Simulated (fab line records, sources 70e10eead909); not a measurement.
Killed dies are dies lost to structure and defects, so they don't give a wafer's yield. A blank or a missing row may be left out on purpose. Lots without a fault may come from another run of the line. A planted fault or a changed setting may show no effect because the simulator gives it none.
fab line records | flow nand_harc
record lots=24 wafers=72 last_day=34
route steps=1302 shown P_GATE@131 P_M0@274
lots that met no fault: from a run of the same line without faults
start_h: hours from the record's first day to the start of the lot's first wafer shown | wait_h: hours since the lot's step before | " the same as in the row above | L1.1+2: a row that stands for several wafers | - no value, or no start given | * or withheld: withheld | < > ~ a bound
route shown NAME@n: a module of which the file shows steps, and the number in the route of the first | usual: mean/standard deviation of fault-free wafers | same: alike in all rows | chamber/n: place in a boat | sites: the reading at each site | _std_site: their standard deviation | _edge_site: outer sites' mean less inner sites' | radius_mm: how far each site lies from the wafer's centre | mask NAME#n: copy n | behind: the tool/chamber that last shaped the wafer | hold: why the lot was held/for how many hours/how that ended | device: the transistor (n, p or np) that didn't switch | end of line: the same wafers' tests at the end of the route | a step without rows: its recipe alone | killed: dies lost to structure and defects at the first sort, not the wafer's yield | map: a wafer's dies, x killed, . not, _ none there
set.NAME: the setting as run; set.NAME@STEP: as run at that earlier step | model.NAME: the simulator's own value behind a step, which no gauge read
steps of the route over a sample of lots; a table a step, a row a wafer
services: from which hour (start_h, from the record's first day; less than 0 if before it) a tool's chamber was out of use, for how many hours, and why
## steps
# step NHARC_P_GATE_HM_DEP_102
# recipe target_thk_a=1200 temp_c=400 material=aC
# usual throttle_valve_pct=34.999/0.0094
# columns lot.wafer tool chamber start_h wait_h throttle_valve_pct
L074.1 acl_dep-02 0 98.40 1.5 34.991
L074.2 " 0 " " 35.018
L074.5 " 0 " " 35.001
L075.1 acl_dep-01 0 102.56 0.4 35.005
L075.3 " 0 " " 35.002
L075.4 " 0 " " 35.000
L076.2 acl_dep-02 0 115.51 0.5 35.005
L076.5 " 0 " " 34.981
L076.6 " 0 " " 34.992
L077.1 acl_dep-01 0 121.66 1.0 35.006
L077.2 " 0 " " 35.023
L077.4 " 0 " " 34.993
L078.3 acl_dep-02 0 135.55 2.4 34.989
L078.4 " 0 " " 34.998
L078.6 " 0 " " 34.988
L079.1 acl_dep-02 0 150.18 3.9 34.992
L079.2 " 0 " " 34.991
L079.6 " 0 " " 35.017
L080.1 acl_dep-02 0 150.82 4.6 35.001
L080.4 " 0 " " 35.001
L080.6 " 0 " " 34.995
L081.1 acl_dep-01 0 165.56 4.7 35.014
L081.4 " 0 " " 34.997
L081.6 " 0 " " 35.013
L082.1 acl_dep-03 0 170.91 0.4 34.994
L082.2 " 0 " " 34.999
L082.4 " 0 " " 34.990
L083.2 acl_dep-03 0 187.31 2.2 34.996
L083.4 " 0 " " 34.995
L083.5 " 0 " " 35.006
L084.2 acl_dep-02 0 192.63 2.0 35.006
L084.3 " 0 " " 34.997
L084.4 " 0 " " 34.995
L085.1 acl_dep-03 0 209.48 4.5 34.984
L085.5 " 0 " " 34.983
L085.6 " 0 " " 34.978
L086.1 acl_dep-01 0 212.28 0.4 34.990
L086.2 " 0 " " 35.000
L086.4 " 0 " " 34.991
L087.2 acl_dep-01 0 224.11 4.0 34.988
L087.4 " 0 " " 35.003
L087.6 " 0 " " 35.005
L088.1 acl_dep-03 0 242.50 1.0 34.995
L088.3 " 0 " " 34.993
L088.4 " 0 " " 34.996
L089.3 acl_dep-03 0 243.36 1.8 34.985
L089.4 " 0 " " 34.999
L089.5 " 0 " " 35.003
L090.1 acl_dep-01 0 254.00 0.4 35.008
L090.4 " 0 " " 34.983
L090.6 " 0 " " 34.995
L091.3 acl_dep-03 0 259.48 0.6 34.996
L091.5 " 0 " " 35.001
L091.6 " 0 " " 35.011
L092.1 acl_dep-01 0 276.01 0.5 34.991
L092.5 " 0 " " 34.998
L092.6 " 0 " " 34.993
L093.2 acl_dep-01 0 286.05 0.5 34.991
L093.3 " 0 " " 35.001
L093.6 " 0 " " 34.997
L094.2 acl_dep-01 0 295.35 4.0 34.994
L094.5 " 0 " " 35.005
L094.6 " 0 " " 34.997
L095.2 acl_dep-02 0 302.40 0.5 35.009
L095.3 " 0 " " 35.004
L095.6 " 0 " " 34.992
L096.1 acl_dep-02 0 315.91 2.8 35.015
L096.3 " 0 " " 34.986
L096.6 " 0 " " 35.000
L097.2 acl_dep-02 0 331.30 4.3 34.987
L097.5 " 0 " " 34.997
L097.6 " 0 " " 35.016
# step NHARC_P_GATE_ETCH_104
# recipe target_depth_a=600 time_s=withheld cf4_flow_sccm=100 chf3_flow_sccm=30 ar_flow_sccm=0 rf_w=500 bias_w=200 chemistry=CF4/CHF3
# usual drypump_motor_current_A=5.9/0.52 oes_product_au=0.945/0.022 rf_vpp_V=370.4/1.9 showerhead_plenum_p_Torr=1.56/0.052 throttle_valve_pct=16.803/0.0091
# columns lot.wafer tool chamber start_h wait_h drypump_motor_current_A oes_product_au rf_vpp_V showerhead_plenum_p_Torr throttle_valve_pct
L074.2 rie_diel-04 1 100.31 0.1 6.4 0.931 373.7 1.66 16.811
L074.1 " 0 " " 5.9 0.954 368.8 1.53 16.810
L074.5 " 2 " " 5.6 0.965 374.0 1.67 16.814
L075.3 rie_diel-08 3 104.27 0.1 6.6 0.979 367.3 1.48 16.815
L075.4 " 0 " " 5.7 0.959 369.9 1.55 16.800
L075.1 " 1 " " 5.9 0.955 371.3 1.61 16.817
L076.2 rie_diel-03 1 117.02 0.1 6.1 0.944 370.8 1.56 16.811
L076.6 " 1 " " 6.1 0.955 369.6 1.56 16.806
L076.5 " 2 " " 5.7 0.977 368.9 1.51 16.808
L077.2 rie_diel-04 3 123.15 0.1 5.8 0.937 371.8 1.58 16.796
L077.4 " 0 " " 5.8 0.971 368.6 1.53 16.793
L077.1 " 2 " " 5.6 0.944 373.9 1.67 16.805
L078.3 rie_diel-08 1 136.96 0.1 5.9 0.960 370.6 1.61 16.791
L078.4 " 0 " " 5.7 0.971 369.1 1.55 16.817
L078.6 " 1 " " 5.9 0.949 372.8 1.61 16.807
L079.1 rie_diel-03 2 151.79 0.1 5.7 0.977 369.2 1.51 16.793
L079.2 " 0 " " 5.0 0.987 371.8 1.57 16.802
L079.6 " 2 " " 5.7 0.973 369.2 1.51 16.818
L080.1 rie_diel-08 3 152.44 0.1 6.6 0.940 367.5 1.48 16.805
L080.4 " 0 " " 5.7 0.918 369.3 1.55 16.820
L080.6 " 0 " " 5.6 0.913 368.7 1.55 16.800
L081.4 rie_diel-08 0 167.05 0.1 5.7 0.956 367.7 1.55 16.787
L081.1 " 1 " " 5.9 0.970 374.5 1.60 16.806
L081.6 " 0 " " 5.7 0.952 369.5 1.55 16.792
L082.1 rie_diel-03 1 172.52 0.1 6.1 0.940 368.5 1.56 16.789
L082.2 " 2 " " 5.7 0.980 369.2 1.51 16.799
L082.4 " 0 " " 5.1 0.974 371.3 1.57 16.797
L083.4 rie_diel-04 0 188.82 0.1 5.8 0.976 369.6 1.53 16.807
L083.2 " 1 " " 6.4 0.962 373.3 1.66 16.799
L083.5 " 2 " " 5.7 0.966 373.8 1.67 16.804
L084.4 rie_diel-03 2 194.14 0.1 5.7 0.934 368.5 1.51 16.794
L084.2 " 3 " " 4.8 0.904 369.4 1.54 16.795
L084.3 " 0 " " 5.0 0.953 370.3 1.57 16.793
L085.1 rie_diel-08 0 211.17 0.1 5.7 0.947 369.2 1.55 16.802
L085.5 " 3 " " 6.6 0.963 367.4 1.47 16.816
L085.6 " 0 " " 5.7 0.955 369.0 1.55 16.797
L086.2 rie_diel-04 3 213.89 0.1 5.8 0.931 370.2 1.58 16.801
L086.1 " 0 " " 5.8 0.935 369.8 1.53 16.807
L086.4 " 1 " " 6.4 0.919 373.9 1.66 16.807
L087.2 rie_diel-03 1 225.61 0.1 6.1 0.932 369.9 1.56 16.792
L087.4 " 3 " " 4.8 0.961 370.4 1.54 16.789
L087.6 " 1 " " 6.1 0.934 369.5 1.56 16.802
L088.3 rie_diel-08 2 244.12 0.1 6.5 0.930 370.0 1.60 16.819
L088.4 " 3 " " 6.6 0.924 367.8 1.47 16.802
L088.1 " 1 " " 5.9 0.925 370.8 1.60 16.809
L089.4 rie_diel-04 0 244.75 0.1 5.8 0.933 370.5 1.53 16.802
L089.3 " 2 " " 5.6 0.915 372.3 1.67 16.809
L089.5 " 0 " " 5.9 0.947 368.9 1.53 16.794
L090.4 rie_diel-08 3 255.62 0.1 6.6 0.913 367.7 1.47 16.809
L090.1 " 0 " " 5.7 0.917 370.7 1.55 16.807
L090.6 " 2 " " 6.5 0.922 372.3 1.60 16.803
L091.3 rie_diel-03 0 260.88 0.1 5.0 0.983 369.6 1.57 16.809
L091.6 " 1 " " 6.1 0.945 370.9 1.56 16.811
L091.5 " 2 " " 5.7 0.949 368.8 1.51 16.798
L092.1 rie_diel-08 0 277.73 0.1 5.7 0.958 368.7 1.55 16.786
L092.5 " 1 " " 5.9 0.965 370.1 1.60 16.804
L092.6 " 2 " " 6.5 0.957 371.4 1.60 16.802
L093.2 rie_diel-04 3 287.54 0.1 5.9 0.909 371.5 1.58 16.803
L093.3 " 0 " " 5.8 0.944 369.8 1.53 16.803
L093.6 " 3 " " 5.8 0.928 373.0 1.58 16.790
L094.2 rie_diel-08 0 296.85 0.1 5.7 0.915 370.0 1.55 16.812
L094.6 " 3 " " 6.6 0.933 366.3 1.47 16.811
L094.5 " 0 " " 5.6 0.913 368.8 1.55 16.817
L095.3 rie_diel-03 3 303.92 0.1 4.8 0.948 369.8 1.54 16.808
L095.2 " 1 " " 6.1 0.936 370.1 1.56 16.822
L095.6 " 1 " " 6.1 0.942 370.4 1.56 16.810
L096.3 rie_diel-03 0 317.60 0.1 5.1 0.920 371.2 1.57 16.798
L096.1 " 1 " " 6.1 0.915 370.8 1.56 16.817
L096.6 " 1 " " 6.1 0.913 370.5 1.56 16.804
L097.2 rie_diel-03 0 332.83 0.1 5.0 0.938 370.2 1.57 16.792
L097.5 " 0 " " 5.0 0.934 369.4 1.57 16.791
L097.6 " 1 " " 6.1 0.924 369.7 1.56 16.805
# step NHARC_P_GATE_CD_MEAS_46
# recipe target_cd_nm=720 landing_energy_ev=500
# usual cd_nm=721.1/2.5
# columns lot.wafer tool chamber start_h wait_h cd_nm
L074.1 cd_sem-03 0 111.90 - 722.7
L074.2 " 0 " " 717.4
L074.5 " 0 " " 717.3
L075.1 cd_sem-02 0 115.83 - 726.2
L075.3 " 0 " " 722.8
L075.4 " 0 " " 720.3
L076.2 cd_sem-03 0 128.77 - 720.8
L076.5 " 0 " " 721.3
L076.6 " 0 " " 717.8
L077.1 cd_sem-02 0 134.92 - 717.4
L077.2 " 0 " " 720.3
L077.4 " 0 " " 719.4
L078.3 cd_sem-02 0 148.63 - 729.0
L078.4 " 0 " " 723.9
L078.6 " 0 " " 722.5
L079.1 cd_sem-03 0 163.57 - 720.8
L079.2 " 0 " " 716.0
L079.6 " 0 " " 723.5
L080.1 cd_sem-03 0 164.04 - 719.0
L080.4 " 0 " " 721.9
L080.6 " 0 " " 721.1
L081.1 cd_sem-03 0 178.57 - 718.7
L081.4 " 0 " " 726.7
L081.6 " 0 " " 722.3
L082.1 cd_sem-03 0 187.11 - 718.6
L082.2 " 0 " " 720.7
L082.4 " 0 " " 717.4
L084.2 cd_sem-03 0 205.90 - 719.7
L084.3 " 0 " " 718.8
L084.4 " 0 " " 719.3
L083.2 cd_sem-01 0 206.79 - 721.8
L083.4 " 0 " " 721.4
L083.5 " 0 " " 720.9
L085.1 cd_sem-02 0 222.90 - 721.3
L085.5 " 0 " " 721.0
L085.6 " 0 " " 719.6
L086.1 cd_sem-02 0 225.62 - 720.8
L086.2 " 0 " " 717.8
L086.4 " 0 " " 721.1
L087.2 cd_sem-02 0 239.66 - 723.6
L087.4 " 0 " " 724.0
L087.6 " 0 " " 722.7
L088.1 cd_sem-02 0 255.85 - 724.3
L088.3 " 0 " " 723.6
L088.4 " 0 " " 722.7
L089.3 cd_sem-02 0 256.56 - 720.6
L089.4 " 0 " " 721.5
L089.5 " 0 " " 722.4
L090.1 cd_sem-02 0 267.16 - 722.2
L090.4 " 0 " " 720.4
L090.6 " 0 " " 721.1
L091.3 cd_sem-02 0 272.64 - 722.4
L091.5 " 0 " " 721.5
L091.6 " 0 " " 722.7
L092.1 cd_sem-03 0 289.53 - 719.5
L092.5 " 0 " " 720.6
L092.6 " 0 " " 721.9
L093.2 cd_sem-03 0 299.26 - 721.2
L093.3 " 0 " " 721.1
L093.6 " 0 " " 718.9
L094.2 cd_sem-03 0 308.53 - 724.1
L094.5 " 0 " " 725.5
L094.6 " 0 " " 729.5
L095.2 cd_sem-01 0 315.64 - 717.4
L095.3 " 0 " " 721.0
L095.6 " 0 " " 718.8
L096.1 cd_sem-02 0 329.30 - 713.9
L096.3 " 0 " " 719.5
L096.6 " 0 " " 717.7
L097.2 cd_sem-01 0 344.57 - 722.3
L097.5 " 0 " " 723.1
L097.6 " 0 " " 724.0
# step NHARC_P_GATE_CD_MEAS_91
# recipe target_cd_nm=2000 landing_energy_ev=500
# usual cd_nm=2000.6/2
# columns lot.wafer tool chamber start_h wait_h cd_nm
L074.1 cd_sem-03 0 115.44 - 2000.8
L074.2 " 0 " " 2003.7
L074.5 " 0 " " 2004.1
L075.1 cd_sem-02 0 119.20 - 1999.1
L075.3 " 0 " " 2001.6
L075.4 " 0 " " 1998.4
L076.2 cd_sem-02 0 132.12 - 1999.7
L076.5 " 0 " " 2000.9
L076.6 " 0 " " 2000.0
L077.1 cd_sem-02 0 138.15 - 2003.1
L077.2 " 0 " " 2002.8
L077.4 " 0 " " 2003.0
L078.3 cd_sem-03 0 151.98 - 2000.7
L078.4 " 0 " " 2002.4
L078.6 " 0 " " 2002.1
L079.1 cd_sem-02 0 166.92 - 1999.4
L079.2 " 0 " " 2002.4
L079.6 " 0 " " 2002.2
L080.1 cd_sem-01 0 167.82 - 1998.0
L080.4 " 0 " " 1998.3
L080.6 " 0 " " 1999.1
L081.1 cd_sem-01 0 182.08 - 2001.1
L081.4 " 0 " " 2000.9
L081.6 " 0 " " 2002.3
L082.1 cd_sem-03 0 190.58 - 1998.1
L082.2 " 0 " " 2002.7
L082.4 " 0 " " 1997.8
L084.2 cd_sem-02 0 209.25 - 1999.7
L084.3 " 0 " " 1999.6
L084.4 " 0 " " 1999.4
L083.2 cd_sem-03 0 210.13 - 1999.3
L083.4 " 0 " " 1997.0
L083.5 " 0 " " 1997.5
L085.1 cd_sem-02 0 226.11 - 1997.1
L085.5 " 0 " " 2001.5
L085.6 " 0 " " 1999.4
L086.1 cd_sem-03 0 229.07 - 2002.6
L086.2 " 0 " " 1999.7
L086.4 " 0 " " 2001.0
L087.2 cd_sem-03 0 243.01 - 1999.3
L087.4 " 0 " " 1999.8
L087.6 " 0 " " 1999.7
L088.1 cd_sem-02 0 259.31 - 1998.1
L088.3 " 0 " " 1998.2
L088.4 " 0 " " 1999.3
L089.3 cd_sem-03 0 260.04 - 1998.8
L089.4 " 0 " " 2003.4
L089.5 " 0 " " 2001.4
L090.1 cd_sem-01 0 270.62 - 1998.8
L090.4 " 0 " " 1999.2
L090.6 " 0 " " 2002.3
L091.3 cd_sem-02 0 275.96 - 1999.7
L091.5 " 0 " " 1998.3
L091.6 " 0 " " 2003.7
L092.1 cd_sem-02 0 292.86 - 2002.5
L092.5 " 0 " " 2002.9
L092.6 " 0 " " 1999.7
L093.2 cd_sem-01 0 302.74 - 2001.8
L093.3 " 0 " " 1998.4
L093.6 " 0 " " 2002.6
L094.2 cd_sem-01 0 312.02 - 2003.0
L094.5 " 0 " " 2002.4
L094.6 " 0 " " 2001.1
L095.2 cd_sem-03 0 319.11 - 2003.4
L095.3 " 0 " " 2000.8
L095.6 " 0 " " 2004.3
L096.1 cd_sem-03 0 332.81 - 2003.6
L096.3 " 0 " " 2000.0
L096.6 " 0 " " 2003.3
L097.2 cd_sem-02 0 348.03 - 1999.5
L097.5 " 0 " " 2003.0
L097.6 " 0 " " 1999.5
# step NHARC_P_M0_PVD_20
# recipe target_thk_a=50 bias_v=168.6 power_w=15000 chamber_pressure_pa=0.12 time_s=8.06 substrate_temp_c=50 material=TaN
# usual chamber_pressure_pa=0.12004/0.00023 throttle_valve_pct=29.2/1.2
# same time_s=8.06
# columns lot.wafer tool chamber start_h wait_h chamber_pressure_pa throttle_valve_pct
L074.1 pvd_sputter-03 - - - 0.12046 29.7
L074.2 " - " " 0.11985 31.0
L074.5 " - " " 0.1198 30.3
L075.4 pvd_sputter-03 - - - 0.11979 30.8
L075.1 " - " " 0.1202 30.0
L075.3 " - " " 0.11991 28.3
L076.2 pvd_sputter-01 - - - 0.12022 29.9
L076.5 " - " " 0.12001 30.3
L076.6 " - " " 0.12015 30.4
L077.2 pvd_sputter-02 - - - 0.12024 29.6
L077.4 " - " " 0.11981 30.3
L077.1 " - " " 0.11987 28.9
L078.4 pvd_sputter-01 - - - 0.12023 27.5
L078.3 " - " " 0.11996 29.7
L078.6 " - " " 0.12008 27.4
L079.2 pvd_sputter-02 - - - 0.12008 30.3
L079.1 " - " " 0.1199 28.9
L079.6 " - " " 0.11997 29.8
L080.4 pvd_sputter-01 - - - 0.12023 27.6
L080.1 " - " " 0.11972 30.3
L080.6 " - " " 0.11985 28.0
L081.4 pvd_sputter-01 - - - 0.12045 30.2
L081.1 " - " " 0.11979 27.7
L081.6 " - " " 0.12021 30.0
L082.2 pvd_sputter-01 - - - 0.12023 27.4
L082.1 " - " " 0.12013 29.7
L082.4 " - " " 0.12002 30.4
L084.3 pvd_sputter-01 - - - 0.12016 29.9
L084.2 " - " " 0.11967 27.5
L084.4 " - " " 0.12005 27.3
L083.4 pvd_sputter-02 - - - 0.12 29.6
L083.2 " - " " 0.11981 28.9
L083.5 " - " " 0.12038 30.1
L085.1 pvd_sputter-03 - - - 0.12031 29.1
L085.6 " - " " 0.11986 30.2
L085.5 " - " " 0.12037 30.4
L086.4 pvd_sputter-01 - - - 0.11985 30.2
L086.2 " - " " 0.1198 27.8
L086.1 " - " " 0.11975 27.1
L087.4 pvd_sputter-02 - - - 0.11975 28.9
L087.2 " - " " 0.12002 29.7
L087.6 " - " " 0.12005 30.3
L088.3 pvd_sputter-01 - - - 0.11997 27.4
L088.4 " - " " 0.11971 27.1
L088.1 " - " " 0.11998 29.2
L089.3 pvd_sputter-03 - - - 0.12 30.6
L089.4 " - " " 0.1199 28.9
L089.5 " - " " 0.11996 30.2
L090.1 pvd_sputter-02 - - - 0.11993 29.8
L090.4 " - " " 0.11994 30.5
L090.6 " - " " 0.12017 29.2
L091.3 pvd_sputter-01 - - - 0.1199 27.9
L091.6 " - " " 0.11979 29.1
L091.5 " - " " 0.12027 30.1
L092.1 pvd_sputter-03 - - - 0.12013 30.8
L092.5 " - " " 0.12012 28.8
L092.6 " - " " 0.12034 29.9
L093.3 pvd_sputter-01 - - - 0.11994 27.0
L093.2 " - " " 0.12013 29.5
L093.6 " - " " 0.11983 27.2
L094.2 pvd_sputter-03 - - - 0.11985 29.0
L094.5 " - " " 0.11986 29.0
L094.6 " - " " 0.12029 29.9
L095.3 pvd_sputter-03 - - - 0.12012 30.0
L095.2 " - " " 0.11999 30.7
L095.6 " - " " 0.12008 30.0
L096.3 pvd_sputter-01 - - - 0.12015 29.0
L096.1 " - " " 0.12026 27.6
L096.6 " - " " 0.12 29.3
L097.2 pvd_sputter-01 - - - 0.11994 27.8
L097.5 " - " " 0.12038 27.2
L097.6 " - " " 0.11976 29.4
# step NHARC_P_M0_PRE_CLEAN_31
# recipe time_s=12 temp_c=370 rf_power_w=300 gas=NH3
# usual heater_power_w=644/72
# same time_s=12
# columns lot.wafer tool chamber start_h wait_h heater_power_w
L074.2 pecvd-03 0 127.38 0.1 677
L074.1 " 2 " " 643
L074.5 " 0 " " 676
L075.1 pecvd-02 1 130.99 0.1 783
L075.3 " 2 " " 614
L075.4 " 1 " " 789
L076.2 pecvd-02 0 143.87 0.1 703
L076.6 " 0 " " 709
L076.5 " 1 " " 773
L077.2 pecvd-02 2 149.94 0.1 620
L077.1 " 0 " " 609
L077.4 " 2 " " 631
L078.3 pecvd-01 0 165.54 0.1 673
L078.6 " 0 " " 705
L078.4 " 1 " " 702
L079.1 pecvd-03 0 178.56 0.1 659
L079.2 " 1 " " 435
L079.6 " 1 " " 435
L080.1 pecvd-02 1 179.53 0.1 702
L080.4 " 2 " " 656
L080.6 " 1 " " 687
L081.1 pecvd-01 0 193.55 0.1 569
L081.6 " 1 " " 674
L081.4 " 2 " " 728
L082.1 pecvd-02 1 202.09 0.1 784
L082.2 " 2 " " 661
L082.4 " 0 " " 678
L084.3 pecvd-01 0 220.92 0.1 603
L084.2 " 2 " " 649
L084.4 " 0 " " 598
L083.2 pecvd-03 0 221.80 0.1 648
L083.5 " 0 " " 620
L083.4 " 2 " " 706
L085.1 pecvd-03 2 237.86 0.1 650
L085.6 " 1 " " 489
L085.5 " 2 " " 661
L086.1 pecvd-02 0 240.72 0.1 663
L086.2 " 1 " " 736
L086.4 " 0 " " 662
L087.2 pecvd-01 2 254.82 0.1 649
L087.4 " 1 " " 600
L087.6 " 2 " " 632
L088.3 pecvd-03 0 270.82 0.1 557
L088.1 " 1 " " 563
L088.4 " 1 " " 578
L089.3 pecvd-03 0 271.79 0.1 638
L089.4 " 0 " " 642
L089.5 " 1 " " 567
L090.1 pecvd-03 1 282.64 0.1 546
L090.4 " 0 " " 644
L090.6 " 1 " " 537
L091.3 pecvd-01 1 288.20 0.1 656
L091.6 " 1 " " 659
L091.5 " 2 " " 720
L092.1 pecvd-01 2 304.53 0.1 663
L092.6 " 0 " " 585
L092.5 " 1 " " 598
L093.3 pecvd-03 0 314.18 0.1 626
L093.2 " 1 " " 539
L093.6 " 2 " " 621
L094.2 pecvd-02 0 323.72 0.1 581
L094.5 " 0 " " 590
L094.6 " 1 " " 803
L095.2 pecvd-01 1 330.94 0.1 581
L095.3 " 2 " " 725
L095.6 " 2 " " 726
L096.3 pecvd-01 2 344.62 0.1 743
L096.1 " 0 " " 598
L096.6 " 0 " " 592
L097.2 pecvd-03 0 360.34 0.1 626
L097.6 " 1 " " 549
L097.5 " 2 " " 628
## services
# columns tool chamber start_h hours kind
pvd_sputter-01 - 78.13 3.9 repair
pvd_sputter-01 - 101.25 4.7 repair
rie_diel-03 - 104.30 9.0 pm
pvd_sputter-01 - 144.54 1.9 repair
pecvd-03 1 158.90 13.6 repair
pecvd-03 - 177.07 1.3 repair
rie_diel-08 2 179.00 7.0 repair
rie_diel-08 1 180.40 14.0 repair
pecvd-03 - 185.00 13.0 pm
acl_dep-01 - 190.06 13.0 pm
rie_diel-08 - 190.80 9.0 pm
pvd_sputter-01 - 192.34 3.2 repair
rie_diel-03 3 207.45 1.3 repair
pvd_sputter-01 - 226.00 10.0 pm
acl_dep-02 - 246.99 13.0 pm
rie_diel-03 - 253.44 2.4 repair
rie_diel-03 - 281.30 9.0 pm
acl_dep-01 - 287.05 1.1 repair
rie_diel-08 2 307.16 6.4 repair
pvd_sputter-01 - 321.62 2.4 repair
rie_diel-03 3 323.44 2.5 repair
rie_diel-03 3 328.56 1.7 repair
rie_diel-08 0 339.88 4.7 repair
rie_diel-08 2 341.29 9.0 repair
## key
fault none
